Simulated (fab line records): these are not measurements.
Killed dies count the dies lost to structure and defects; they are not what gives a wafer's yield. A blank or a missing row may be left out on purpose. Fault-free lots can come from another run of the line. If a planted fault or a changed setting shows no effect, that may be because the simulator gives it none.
One fault seen from 2 desks / flow nand-harc / numbers are kept per desk, each desk with only its own; the story behind them comes last

== THE METROLOGY DESK ==
What the gauges read for every lot (on any tool): the sampled wafers with a number, averaged. Any lot whose mean is over 4 standard deviations away from the usual mean is out of limits and marked OUT; that distance is given in the brackets.
Columns: A = cd-nm at NHARC_A_M1_CD_MEAS_16, usual 119.6 nm; B = thk-nm at NHARC_A_M1_THK_MEAS_24, usual 154.1 nm
lot=L347; first seen here=day 22 07:44; A=119.1; B=155.7
lot=L348; first seen here=day 22 23:15; A=119.3; B=154.1
lot=L355; first seen here=day 26 02:38; A=120.3; B=156.0
lot=L356; first seen here=day 26 07:40; A=118.8; B=154.5
lot=L368; first seen here=day 30 23:05; A=120.0; B=153.6
lot=L369; first seen here=day 31 09:17; A=120.1; B=152.9
This desk's finding: nothing out of limits on any of the 6 lots.

== THE DEFECT DESK ==
For each lot, the counts of the inspections along the route, averaged over the sampled wafers that have a number. Any lot whose mean is over 4 standard deviations away from the usual mean is out of limits and marked OUT; that distance is given in the brackets.
Columns: A = raw-defect-count at NHARC_A_M1_INSPECT_11, usual 93
lot=L347; first seen here=day 22 07:22; A=67
lot=L348; first seen here=day 22 22:53; A=100
lot=L355; first seen here=day 26 02:16; A=80
lot=L356; first seen here=day 26 07:17; A=107
lot=L368; first seen here=day 30 22:43; A=46
lot=L369; first seen here=day 31 08:52; A=105
This desk's finding: nothing out of limits on any of the 6 lots.

== ALL TOGETHER ==
Nothing out of limits was seen by the metrology desk.
Nothing out of limits was seen by the defect desk.

== WHAT WAS PUT IN BY THE SIMULATOR ==
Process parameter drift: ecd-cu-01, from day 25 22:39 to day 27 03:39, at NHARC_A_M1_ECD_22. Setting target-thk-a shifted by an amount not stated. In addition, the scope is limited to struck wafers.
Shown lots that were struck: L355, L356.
